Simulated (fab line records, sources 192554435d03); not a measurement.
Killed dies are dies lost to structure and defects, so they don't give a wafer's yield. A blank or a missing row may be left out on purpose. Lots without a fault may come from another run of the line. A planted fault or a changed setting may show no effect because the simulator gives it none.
Chamber matching | flow n5_finfet | N5_BEOL_M13_DEP_53 on pecvd-01: 3 sister chambers
The step deposits SiCN from 3MS/NH3, target thk 50 nm, time 17.8 s. 16 wafers are shown with their chamber, then 8 later ones without.

WAFERS WITH THEIR CHAMBER
wafer  | chamber | showerhead_plenum_p_Torr (Torr) | throttle_valve_pct (%) | chamber_pressure_Torr (Torr)
L078.2 | 2       | 4.176                           | 17.8                   | 2.996
L078.3 | 0       | 4.160                           | 18.0                   | 3.008
L078.5 | 0       | 4.163                           | 18.3                   | 3.003
L076.1 | 1       | 4.157                           | 17.8                   | 3.013
L076.3 | 2       | 4.176                           | 17.9                   | 3.002
L076.6 | 2       | 4.191                           | 18.0                   | 3.006
L081.1 | 0       | 4.168                           | 18.0                   | 3.002
L081.2 | 2       | 4.185                           | 18.1                   | 3.000
L081.4 | 1       | 4.158                           | 18.0                   | 2.995
L079.1 | 2       | 4.181                           | 17.7                   | 3.003
L079.5 | 2       | 4.186                           | 18.1                   | 2.992
L079.6 | 0       | 4.155                           | 18.1                   | 2.997
L083.1 | 1       | 4.157                           | 18.3                   | 3.004
L083.5 | 1       | 4.165                           | 18.0                   | 2.994
L083.6 | 0       | 4.160                           | 18.0                   | 2.994
L085.1 | 0       | 4.163                           | 18.3                   | 2.991

SIGNATURES (means of the wafers above)
reading                  | chamber 0 | chamber 1 | chamber 2 | scatter within a chamber
showerhead_plenum_p_Torr | 4.16150   | 4.15925   | 4.18250   | 0.00493
throttle_valve_pct       | 18.117    | 18.025    | 17.933    | 0.169
chamber_pressure_Torr    | 2.99917   | 3.00150   | 2.99983   | 0.00659
Rule: a wafer's distance from a chamber is the root of the sum, over the readings, of the square of ((its reading less the chamber's mean) divided by the reading's scatter). The wafer belongs to the nearest chamber; if the next one is less than 2 further off, it can't be placed. The scatter: the root of (the sum of the squares of (reading less its chamber's mean) over the shown wafers, divided by (wafers less chambers)).

WAFERS WITHOUT THEIR CHAMBER
wafer  | showerhead_plenum_p_Torr (Torr) | throttle_valve_pct (%) | chamber_pressure_Torr (Torr)
L085.3 | 4.184                           | 17.9                   | 3.002
L085.5 | 4.166                           | 18.2                   | 3.002
L088.1 | 4.151                           | 18.0                   | 2.996
L088.4 | 4.153                           | 18.0                   | 3.003
L088.5 | 4.186                           | 18.0                   | 2.999
L093.3 | 4.148                           | 18.0                   | 3.005
L093.5 | 4.175                           | 17.8                   | 3.003
L093.6 | 4.156                           | 17.9                   | 2.993

WHICH CHAMBER EACH WENT THROUGH
wafer  | from the rows above          | in truth
L085.3 | 2                            | 2
L085.5 | can't be placed: 0 or 1      | 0
L088.1 | can't be placed: 1 or 0      | 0
L088.4 | can't be placed: 1 or 0      | 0
L088.5 | 2                            | 2
L093.3 | can't be placed: 1 or 0      | 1
L093.5 | can't be placed: 2 or 0 or 1 | 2
L093.6 | can't be placed: 1 or 0      | 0
Placed correctly: 2 of 8. Can't be placed from these rows: 6 (the true chamber is among the candidates in 6). Placed wrongly: 0.
